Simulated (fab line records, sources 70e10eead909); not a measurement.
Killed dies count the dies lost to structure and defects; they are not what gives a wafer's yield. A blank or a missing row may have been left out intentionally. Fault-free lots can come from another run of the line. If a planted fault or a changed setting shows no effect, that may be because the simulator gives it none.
fab line records	flow nand_harc	part 1 of 2: steps 1 to 29 of 34
record: lots: 5	wafers: 15	last_day: 25
route steps=1159 shown A_M1@1045 A_BONDPAD@1059
lots that met no fault: from a run of the same line without faults
start_h: hours from the record's first day to the start of the lot's first wafer shown	wait_h: time in hours since the lot's previous step	" as in the row above	L1.1+2: one row covering several wafers at once	- either no value or no given start	* or withheld: withheld	< > ~ a bound
route shown NAME@n: a module of which the file shows steps, and the number in the route of the first	usual: average and standard deviation across the fault-free wafers	same: alike in all rows	chamber/n: place in a boat	sites: the reading at each site	_std_site: the standard deviation of these	_edge_site: inner sites' mean taken away from outer sites' mean	radius_mm: how far each site lies from the wafer's centre	mask NAME#n: copy n	behind: the tool/chamber that last shaped the wafer	hold: the reason the lot was held/the length of the hold in hours/how it ended	device: which transistor (n, p or np) failed to switch	end of line: tests run on the same wafers once the route is complete	a step without rows: its recipe alone	killed: not the wafer's yield, but the dies lost to structure and defects at the first sort	map: a wafer's dies, marking killed ones x, the rest . and places with no die _
set.NAME: the setting that was run; set.NAME@STEP: the one run at that earlier step	model.NAME: the simulator's own value behind a step, which no gauge read
certain route steps with their lots: each step a table, each wafer a row
services: from which hour (start_h, from the record's first day; less than 0 if before it) a tool's chamber was out of use, for how many hours, and why
== steps ==
step: NHARC_A_M1_STRIP_19
recipe: time_s: 600	temp_c: 30	chemistry: post_etch_residue_remover
same: time_s: 600
lot.wafer	tool	chamber	start_h	wait_h
L075.1+5+6	wet_bench-10	1,3,6	410.18	-
L077.5+2+6	wet_bench-10	2,4,5	411.57	-
L082.4+6+3	wet_bench-08	4,7,0	458.84	-
L087.2+6+4	wet_bench-08	6,0,1	476.17	-
L097.2+1+5	wet_bench-10	3,6,0	545.54	-
step: NHARC_A_M1_DEGAS_29
recipe: temp_c: 250	time_s: 60
usual: heater_power_w: 329/32
same: time_s: 60
lot.wafer	tool	chamber	start_h	wait_h	heater_power_w
L075.1	pvd_sputter-01	-	410.48	-	367
L075.5	"	-	"	"	364
L075.6	"	-	"	"	363
L077.2	pvd_sputter-02	-	411.83	-	334
L077.5	"	-	"	"	292
L077.6	"	-	"	"	343
L082.3	pvd_sputter-02	-	459.13	-	288
L082.4	"	-	"	"	329
L082.6	"	-	"	"	290
L087.2	pvd_sputter-02	-	476.42	-	290
L087.4	"	-	"	"	343
L087.6	"	-	"	"	291
L097.1	pvd_sputter-01	-	545.81	-	307
L097.2	"	-	"	"	373
L097.5	"	-	"	"	358
step: NHARC_A_M1_PRE_CLEAN_30
recipe: time_s: 30	temp_c: 280	gas: H2/He
usual: heater_power_w: 406/40
same: time_s: 30
lot.wafer	tool	chamber	start_h	wait_h	heater_power_w
L075.1	pvd_sputter-01	-	-	-	450
L075.6	"	-	"	"	437
L075.5	"	-	"	"	460
L077.2	pvd_sputter-02	-	-	-	420
L077.5	"	-	"	"	434
L077.6	"	-	"	"	355
L082.4	pvd_sputter-02	-	-	-	364
L082.3	"	-	"	"	415
L082.6	"	-	"	"	430
L087.4	pvd_sputter-02	-	-	-	359
L087.2	"	-	"	"	431
L087.6	"	-	"	"	357
L097.2	pvd_sputter-01	-	-	-	467
L097.1	"	-	"	"	457
L097.5	"	-	"	"	469
step: NHARC_A_M1_PVD_20
recipe: target_thk_a: 50	bias_v: 168.6	power_w: 15000	chamber_pressure_pa: 0.12	time_s: 8.06	substrate_temp_c: 50	material: TaN
usual: throttle_valve_pct: 29.9/1.1
same: time_s: 8.06
lot.wafer	tool	chamber	start_h	wait_h	throttle_valve_pct
L075.1	pvd_sputter-01	-	-	-	28.9
L075.5	"	-	"	"	30.1
L075.6	"	-	"	"	32.6
L077.2	pvd_sputter-02	-	-	-	28.9
L077.6	"	-	"	"	30.3
L077.5	"	-	"	"	29.5
L082.4	pvd_sputter-02	-	-	-	30.3
L082.3	"	-	"	"	28.4
L082.6	"	-	"	"	30.1
L087.4	pvd_sputter-02	-	-	-	30.2
L087.2	"	-	"	"	28.6
L087.6	"	-	"	"	29.2
L097.2	pvd_sputter-01	-	-	-	28.9
L097.1	"	-	"	"	29.9
L097.5	"	-	"	"	29.2
step: NHARC_A_M1_PVD_21
recipe: target_thk_a: 300	chamber_pressure_pa: 5	power_w: 5000	substrate_temp_c: 30	time_s: 20.49	material: Cu
usual: throttle_valve_pct: 30.0/1.1
same: time_s: 20.49
lot.wafer	tool	chamber	start_h	wait_h	throttle_valve_pct
L075.1	pvd_sputter-01	-	-	-	32.7
L075.6	"	-	"	"	28.8
L075.5	"	-	"	"	30.2
L077.2	pvd_sputter-02	-	-	-	29.2
L077.6	"	-	"	"	29.2
L077.5	"	-	"	"	28.9
L082.3	pvd_sputter-02	-	-	-	30.5
L082.4	"	-	"	"	29.3
L082.6	"	-	"	"	29.7
L087.2	pvd_sputter-02	-	-	-	29.0
L087.4	"	-	"	"	30.3
L087.6	"	-	"	"	29.4
L097.2	pvd_sputter-01	-	-	-	31.7
L097.1	"	-	"	"	29.3
L097.5	"	-	"	"	30.2
step: NHARC_A_M1_ECD_22
recipe: target_thk_a: 4000	bath_temp_c: 25	material: Cu
lot.wafer	tool	chamber	start_h	wait_h
L075.1+5+6	ecd_cu-01	1,1,0	410.83	-
L077.2+6+5	ecd_cu-02	0,0,1	412.19	-
L082.3+4+6	ecd_cu-01	1,0,0	459.62	-
L087.2+4+6	ecd_cu-01	0	476.81	-
L097.2+1+5	ecd_cu-02	0,1,1	546.20	-
step: NHARC_A_M1_ANNEAL_31
recipe: temp_c: 225	time_s: 90
usual: wafer_temp_C_max: 225.88/0.25
same: time_s: 90
lot.wafer	tool	chamber	start_h	wait_h	wafer_temp_C_max
L075.1	rtp_anneal-02	0	411.21	0.3	225.94
L075.5	"	0	"	"	226.01
L075.6	"	0	"	"	225.82
L077.2	rtp_anneal-02	0	412.67	-	225.80
L077.5	"	0	"	"	225.64
L077.6	"	0	"	"	225.86
L082.3	rtp_anneal-01	0	460.03	0.4	226.07
L082.4	"	0	"	"	225.79
L082.6	"	0	"	"	225.88
L087.2	rtp_anneal-01	0	477.25	0.4	225.41
L087.4	"	0	"	"	226.28
L087.6	"	0	"	"	226.20
L097.1	rtp_anneal-02	0	546.58	0.3	226.05
L097.2	"	0	"	"	226.09
L097.5	"	0	"	"	225.78
step: NHARC_A_M1_CMP_23
recipe: t_overpolish_s: 20	target_thk_nm: 154.34
usual: motor_current_A: 12.1/1.1	slurry_filter_dp_kPa: 13.51/0.16	time_to_endpoint_s: 27/3.5
lot.wafer	tool	chamber	start_h	wait_h	motor_current_A	slurry_filter_dp_kPa	time_to_endpoint_s
L075.1	cmp-01	1	411.92	-	12.4	13.62	31
L075.6	"	3	"	"	10.5	13.86	23
L075.5	"	0	"	"	11.1	13.75	32
L077.2	cmp-02	0	413.31	-	12.2	13.38	25
L077.5	"	1	"	"	11.0	13.45	27
L077.6	"	2	"	"	12.6	13.45	23
L082.3	cmp-04	3	460.27	-	11.6	13.72	27
L082.4	"	0	"	"	10.6	13.49	24
L082.6	"	3	"	"	11.9	13.28	28
L087.2	cmp-01	3	477.60	-	10.7	13.55	23
L087.4	"	0	"	"	10.2	13.28	31
L087.6	"	2	"	"	12.2	13.36	23
L097.2	cmp-04	0	546.93	-	11.2	13.32	21
L097.1	"	3	"	"	12.1	13.35	22
L097.5	"	0	"	"	11.0	13.62	22
step: NHARC_A_M1_THK_MEAS_24
recipe: thk_meas_gauge: xrf
usual: thk_nm: 153.7/1.7
lot.wafer	tool	chamber	start_h	wait_h	thk_nm
L075.1	film_metro-02	-	412.17	-	154.3
L075.5	"	-	"	"	155.9
L075.6	"	-	"	"	151.7
L077.2	film_metro-01	-	413.53	-	152.6
L077.5	"	-	"	"	154.6
L077.6	"	-	"	"	153.5
L082.3	film_metro-02	-	460.59	-	152.9
L082.4	"	-	"	"	153.5
L082.6	"	-	"	"	153.2
L087.2	film_metro-02	-	477.86	-	154.7
L087.4	"	-	"	"	156.9
L087.6	"	-	"	"	152.7
L097.1	film_metro-01	-	547.24	-	153.0
L097.2	"	-	"	"	154.4
L097.5	"	-	"	"	153.3
step: NHARC_A_M1_SRD_25
lot.wafer	tool	chamber	start_h	wait_h
L075.6+5+1	wet_bench-10	2,3,4	412.29	0.1
L077.6+2+5	wet_bench-10	7,0,2	413.57	0.0
L082.6+4+3	wet_bench-10	0,1,3	460.63	0.0
L087.2+4+6	wet_bench-08	1,3,5	477.90	0.0
L097.2+5+1	wet_bench-10	7,0,3	547.28	0.0
step: NHARC_A_M1_INSPECT_27
usual: raw_defect_count: 529/160
lot.wafer	tool	chamber	start_h	wait_h	raw_defect_count
L075.1	defect_inspect-01	-	412.40	0.0	483
L075.5	"	-	"	"	385
L075.6	"	-	"	"	538
L077.2	defect_inspect-01	-	413.69	0.0	350
L077.5	"	-	"	"	480
L077.6	"	-	"	"	447
L082.3	defect_inspect-01	-	460.75	0.0	349
L082.4	"	-	"	"	508
L082.6	"	-	"	"	406
L087.2	defect_inspect-02	-	478.01	0.0	432
L087.4	"	-	"	"	441
L087.6	"	-	"	"	593
L097.1	defect_inspect-02	-	547.39	0.0	343
L097.2	"	-	"	"	494
L097.5	"	-	"	"	346
step: NHARC_A_M1_PRE_CLEAN_32
recipe: time_s: 12	temp_c: 370	rf_power_w: 300	gas: NH3
usual: heater_power_outer_w: 348/58	heater_power_w: 598/87
same: time_s: 12
lot.wafer	tool	chamber	start_h	wait_h	heater_power_outer_w	heater_power_w
L075.1	pecvd-04	2	412.48	0.1	351	626
L075.5	"	1	"	"	283	494
L075.6	"	0	"	"	354	593
L077.2	pecvd-03	2	413.77	0.1	388	644
L077.6	"	1	"	"	447	748
L077.5	"	0	"	"	290	558
L082.3	pecvd-01	0	460.84	0.1	393	698
L082.4	"	1	"	"	262	471
L082.6	"	2	"	"	339	598
L087.2	pecvd-04	2	478.09	0.1	407	693
L087.4	"	1	"	"	291	491
L087.6	"	0	"	"	349	564
L097.2	pecvd-01	1	547.46	0.1	319	535
L097.1	"	0	"	"	417	696
L097.5	"	2	"	"	311	552
step: NHARC_A_M1_DEP_33
recipe: target_thk_a: 300	temp_c: 370	target_thk_nm: 30	pressure_torr: 3	flow_sccm: 200	rf_w: 450	material: SiCN
usual: heater_power_outer_w: 314/56	heater_power_w: 555/82
lot.wafer	tool	chamber	start_h	wait_h	heater_power_outer_w	heater_power_w
L075.1	pecvd-04	2	412.59	0.1	346	610
L075.5	"	1	"	"	245	436
L075.6	"	0	"	"	314	532
L077.2	pecvd-03	2	413.88	0.1	388	630
L077.6	"	1	"	"	399	708
L077.5	"	0	"	"	261	486
L082.3	pecvd-01	0	460.98	0.1	307	574
L082.4	"	1	"	"	291	504
L082.6	"	2	"	"	269	495
L087.2	pecvd-04	2	478.20	0.1	362	618
L087.4	"	1	"	"	238	433
L087.6	"	0	"	"	332	548
L097.2	pecvd-01	1	547.54	0.1	244	452
L097.1	"	0	"	"	331	588
L097.5	"	2	"	"	252	479
step: NHARC_A_BONDPAD_DEP_00
recipe: target_thk_a: 2500	temp_c: 370	target_thk_nm: 250	pressure_torr: 3	flow_sccm: 200	rf_w: 450	material: SiCN
usual: heater_power_outer_w: 325/57	heater_power_w: 563/89
lot.wafer	tool	chamber	start_h	wait_h	heater_power_outer_w	heater_power_w
L075.1	pecvd-02	1	413.10	-	317	530
L075.5	"	1	"	"	328	531
L075.6	"	0	"	"	369	643
L077.2	pecvd-02	1	414.45	-	282	458
L077.6	"	1	"	"	289	475
L077.5	"	0	"	"	387	676
L082.3	pecvd-02	1	461.58	-	285	465
L082.4	"	1	"	"	302	502
L082.6	"	0	"	"	371	643
L087.2	pecvd-04	1	-	-	199	380
L087.4	"	1	"	"	209	402
L087.6	"	2	"	"	404	666
L097.2	pecvd-02	2	548.10	-	292	494
L097.1	"	1	"	"	264	452
L097.5	"	1	"	"	272	458
step: NHARC_A_BONDPAD_CMP_29
recipe: target_thk_nm: 200	material: SiCN
usual: motor_current_A: 12.2/1	slurry_filter_dp_kPa: 13.51/0.13
lot.wafer	tool	chamber	start_h	wait_h	motor_current_A	slurry_filter_dp_kPa
L075.1	cmp-04	1	413.59	-	13.0	13.44
L075.5	"	2	"	"	13.6	13.51
L075.6	"	3	"	"	11.8	13.54
L077.2	cmp-04	2	414.85	-	13.7	13.55
L077.6	"	2	"	"	14.3	13.59
L077.5	"	3	"	"	12.3	13.55
L082.4	cmp-04	0	461.98	-	11.0	13.62
L082.3	"	3	"	"	12.0	13.48
L082.6	"	0	"	"	10.5	13.67
L087.2	cmp-03	3	479.16	-	12.6	13.59
L087.4	"	0	"	"	11.3	13.61
L087.6	"	2	"	"	11.0	13.61
L097.1	cmp-02	1	548.51	-	11.7	13.63
L097.2	"	3	"	"	14.8	13.47
L097.5	"	2	"	"	12.2	13.57
step: NHARC_A_BONDPAD_THK_MEAS_30
recipe: thk_meas_gauge: ellipsometry
usual: thk_nm: 199.5/1.7
lot.wafer	tool	chamber	start_h	wait_h	thk_nm
L075.1	film_metro-01	-	413.77	0.2	197.8
L075.5	"	-	"	"	197.6
L075.6	"	-	"	"	194.8
L077.2	film_metro-02	-	415.10	0.2	198.2
L077.5	"	-	"	"	199.4
L077.6	"	-	"	"	195.4
L082.3	film_metro-02	-	462.24	0.2	200.1
L082.4	"	-	"	"	198.8
L082.6	"	-	"	"	196.4
L087.2	film_metro-02	-	479.36	0.2	202.0
L087.4	"	-	"	"	199.5
L087.6	"	-	"	"	202.5
L097.1	film_metro-01	-	548.76	0.2	202.4
L097.2	"	-	"	"	201.2
L097.5	"	-	"	"	197.6
step: NHARC_A_BONDPAD_SRD_31
lot.wafer	tool	chamber	start_h	wait_h
L075.6+5+1	wet_bench-10	4,6,7	413.81	0.0
L077.2+5+6	wet_bench-10	1,2,3	415.15	0.1
L082.4+6+3	wet_bench-10	2,5,6	462.28	0.0
L087.6+4+2	wet_bench-08	1,2,5	479.41	0.0
L097.2+5+1	wet_bench-10	6,7,0	548.80	0.0
step: NHARC_A_BONDPAD_DEHYDRATE_01
recipe: temp_c: 150	time_s: 120
usual: chill_plate_temp_C: 23.02/0.1
same: time_s: 120
lot.wafer	tool	chamber	start_h	wait_h	chill_plate_temp_C
L075.1	litho_track-02	0	413.89	0.1	23.13
L075.5	"	0	"	"	23.05
L075.6	"	0	"	"	23.01
L077.2	litho_track-03	0	415.23	0.1	22.91
L077.5	"	0	"	"	22.98
L077.6	"	0	"	"	22.94
L082.3	litho_track-02	0	462.36	0.1	22.92
L082.4	"	0	"	"	22.83
L082.6	"	0	"	"	22.88
L087.2	litho_track-03	0	479.49	0.1	23.05
L087.4	"	0	"	"	22.99
L087.6	"	0	"	"	23.20
L097.1	litho_track-05	0	548.88	0.1	23.03
L097.2	"	0	"	"	22.88
L097.5	"	0	"	"	22.77
step: NHARC_A_BONDPAD_HMDS_02
recipe: time_s: 30
usual: chill_plate_temp_C: 23.00/0.099
same: time_s: 30
lot.wafer	tool	chamber	start_h	wait_h	chill_plate_temp_C
L075.1	litho_track-02	0	-	-	22.97
L075.5	"	0	"	"	23.06
L075.6	"	0	"	"	23.06
L077.2	litho_track-03	0	-	-	23.07
L077.5	"	0	"	"	22.98
L077.6	"	0	"	"	22.94
L082.3	litho_track-02	0	-	-	22.76
L082.4	"	0	"	"	22.96
L082.6	"	0	"	"	22.91
L087.2	litho_track-03	0	-	-	23.04
L087.4	"	0	"	"	23.09
L087.6	"	0	"	"	23.28
L097.1	litho_track-05	0	-	-	22.80
L097.2	"	0	"	"	22.88
L097.5	"	0	"	"	22.91
step: NHARC_A_BONDPAD_COAT_33
recipe: temp_c: 200	time_s: 65
usual: chill_plate_temp_C: 23.01/0.09
same: time_s: 65
lot.wafer	tool	chamber	start_h	wait_h	chill_plate_temp_C
L075.1	litho_track-02	0	-	-	23.09
L075.5	"	0	"	"	23.05
L075.6	"	0	"	"	23.06
L077.2	litho_track-03	0	-	-	23.11
L077.5	"	0	"	"	22.97
L077.6	"	0	"	"	22.93
L082.3	litho_track-02	0	-	-	22.95
L082.4	"	0	"	"	23.14
L082.6	"	0	"	"	23.04
L087.2	litho_track-03	0	-	-	23.00
L087.4	"	0	"	"	23.05
L087.6	"	0	"	"	23.18
L097.1	litho_track-05	0	-	-	22.98
L097.2	"	0	"	"	23.01
L097.5	"	0	"	"	22.99
step: NHARC_A_BONDPAD_COAT_03
recipe: spin_rpm: 2000	resist_thk_nm: 600
usual: chill_plate_temp_C: 23.02/0.1
lot.wafer	tool	chamber	start_h	wait_h	chill_plate_temp_C
L075.1	litho_track-02	0	-	-	23.15
L075.5	"	0	"	"	23.26
L075.6	"	0	"	"	23.17
L077.2	litho_track-03	0	-	-	23.12
L077.5	"	0	"	"	23.13
L077.6	"	0	"	"	23.16
L082.3	litho_track-02	0	-	-	22.99
L082.4	"	0	"	"	23.07
L082.6	"	0	"	"	23.13
L087.2	litho_track-03	0	-	-	22.98
L087.4	"	0	"	"	23.11
L087.6	"	0	"	"	23.08
L097.1	litho_track-05	0	-	-	22.86
L097.2	"	0	"	"	23.09
L097.5	"	0	"	"	23.01
step: NHARC_A_BONDPAD_SOFTBAKE_04
recipe: temp_c: 125	time_s: 70
usual: chill_plate_temp_C: 22.98/0.11
same: time_s: 70
lot.wafer	tool	chamber	start_h	wait_h	chill_plate_temp_C
L075.1	litho_track-02	0	-	-	23.07
L075.5	"	0	"	"	23.03
L075.6	"	0	"	"	23.01
L077.2	litho_track-03	0	-	-	23.07
L077.5	"	0	"	"	23.20
L077.6	"	0	"	"	22.99
L082.3	litho_track-02	0	-	-	22.82
L082.4	"	0	"	"	22.94
L082.6	"	0	"	"	22.98
L087.2	litho_track-03	0	-	-	23.06
L087.4	"	0	"	"	23.06
L087.6	"	0	"	"	22.96
L097.1	litho_track-05	0	-	-	23.08
L097.2	"	0	"	"	23.13
L097.5	"	0	"	"	23.12
step: NHARC_A_BONDPAD_EBR_05
usual: chill_plate_temp_C: 22.99/0.096
lot.wafer	tool	chamber	start_h	wait_h	chill_plate_temp_C
L075.1	litho_track-02	0	-	-	23.09
L075.5	"	0	"	"	22.98
L075.6	"	0	"	"	23.08
L077.2	litho_track-03	0	-	-	23.11
L077.5	"	0	"	"	22.98
L077.6	"	0	"	"	22.94
L082.3	litho_track-02	0	-	-	22.91
L082.4	"	0	"	"	22.92
L082.6	"	0	"	"	23.07
L087.2	litho_track-03	0	-	-	22.94
L087.4	"	0	"	"	23.00
L087.6	"	0	"	"	22.98
L097.1	litho_track-05	0	-	-	23.05
L097.2	"	0	"	"	23.06
L097.5	"	0	"	"	23.06
step: NHARC_A_BONDPAD_EXPOSE_06
recipe: na: 0.55	dose_mj: 36.99	mask_id: A_BPAD
same: na: 0.55
lot.wafer	tool	chamber	start_h	wait_h	mask
L075.1+5+6	krf_scanner-03	0	414.18	-	A_BPAD#0
L077.2+5+6	krf_scanner-04	0	415.53	-	A_BPAD#0
L082.3+4+6	krf_scanner-01	0	462.66	-	A_BPAD#0
L087.2+4+6	krf_scanner-03	0	479.78	-	A_BPAD#0
L097.1+2+5	krf_scanner-01	0	549.04	-	A_BPAD#0
step: NHARC_A_BONDPAD_PEB_07
recipe: peb_temp_c: 128	peb_time_s: 80
usual: chill_plate_temp_C: 23.02/0.11
lot.wafer	tool	chamber	start_h	wait_h	chill_plate_temp_C
L075.1	litho_track-02	0	414.26	0.1	23.14
L075.5	"	0	"	"	23.13
L075.6	"	0	"	"	23.20
L077.2	litho_track-03	0	415.59	0.1	23.07
L077.5	"	0	"	"	23.19
L077.6	"	0	"	"	23.07
L082.3	litho_track-03	0	462.72	0.1	22.95
L082.4	"	0	"	"	22.75
L082.6	"	0	"	"	22.85
L087.2	litho_track-03	0	479.84	0.1	23.10
L087.4	"	0	"	"	23.03
L087.6	"	0	"	"	23.10
L097.1	litho_track-02	0	549.11	0.1	23.15
L097.2	"	0	"	"	22.97
L097.5	"	0	"	"	22.95
step: NHARC_A_BONDPAD_DEVELOP_08
recipe: time_s: 50	dev_temp_c: 22
usual: chill_plate_temp_C: 23.00/0.12
same: time_s: 50
lot.wafer	tool	chamber	start_h	wait_h	chill_plate_temp_C
L075.1	litho_track-02	0	-	-	22.85
L075.5	"	0	"	"	22.80
L075.6	"	0	"	"	22.85
L077.2	litho_track-03	0	-	-	23.03
L077.5	"	0	"	"	22.97
L077.6	"	0	"	"	22.85
L082.3	litho_track-03	0	-	-	23.05
L082.4	"	0	"	"	23.03
L082.6	"	0	"	"	23.11
L087.2	litho_track-03	0	-	-	23.23
L087.4	"	0	"	"	23.17
L087.6	"	0	"	"	23.08
L097.1	litho_track-02	0	-	-	22.86
L097.2	"	0	"	"	23.14
L097.5	"	0	"	"	23.09
step: NHARC_A_BONDPAD_CD_MEAS_09
recipe: target_cd_nm: 500	landing_energy_ev: 500
usual: cd_nm: 499.7/2.1
lot.wafer	tool	chamber	start_h	wait_h	cd_nm
L075.1	cd_sem-02	0	414.34	-	498.5
L075.5	"	0	"	"	500.6
L075.6	"	0	"	"	501.2
L077.2	cd_sem-03	0	415.68	-	502.5
L077.5	"	0	"	"	500.5
L077.6	"	0	"	"	504.0
L082.3	cd_sem-02	0	462.81	-	497.5
L082.4	"	0	"	"	498.5
L082.6	"	0	"	"	496.8
L087.2	cd_sem-02	0	479.93	-	495.8
L087.4	"	0	"	"	498.3
L087.6	"	0	"	"	496.1
L097.1	cd_sem-03	0	549.20	-	497.9
L097.2	"	0	"	"	496.4
L097.5	"	0	"	"	501.6
step: NHARC_A_BONDPAD_OVL_MEAS_35
usual: overlay_x_nm: -1/7.2	overlay_y_nm: -1/6.7
lot.wafer	tool	chamber	start_h	wait_h	overlay_x_nm	overlay_y_nm
L075.1	overlay-02	-	414.43	-	-3	6
L075.5	"	-	"	"	-3	7
L075.6	"	-	"	"	-3	7
L077.2	overlay-01	-	415.76	-	-2	5
L077.5	"	-	"	"	-1	5
L077.6	"	-	"	"	-3	5
L082.3	overlay-02	-	462.89	-	-7	-2
L082.4	"	-	"	"	-7	-1
L082.6	"	-	"	"	-8	-2
L087.2	overlay-02	-	480.02	-	-1	2
L087.4	"	-	"	"	0	2
L087.6	"	-	"	"	-1	2
L097.1	overlay-01	-	549.29	-	13	-1
L097.2	"	-	"	"	13	0
L097.5	"	-	"	"	13	-1
step: NHARC_A_BONDPAD_HARDBAKE_10
recipe: temp_c: 118	time_s: 65
usual: chill_plate_temp_C: 23.00/0.11
same: time_s: 65
lot.wafer	tool	chamber	start_h	wait_h	chill_plate_temp_C
L075.1	litho_track-02	0	414.48	0.0	23.09
L075.5	"	0	"	"	23.10
L075.6	"	0	"	"	22.95
L077.2	litho_track-03	0	415.81	0.0	23.09
L077.5	"	0	"	"	22.98
L077.6	"	0	"	"	23.04
L082.3	litho_track-02	0	462.94	0.0	22.90
L082.4	"	0	"	"	22.87
L082.6	"	0	"	"	23.19
L087.2	litho_track-02	0	480.07	0.0	22.90
L087.4	"	0	"	"	22.92
L087.6	"	0	"	"	22.84
L097.1	litho_track-02	0	549.33	0.0	23.19
L097.2	"	0	"	"	23.12
L097.5	"	0	"	"	22.94
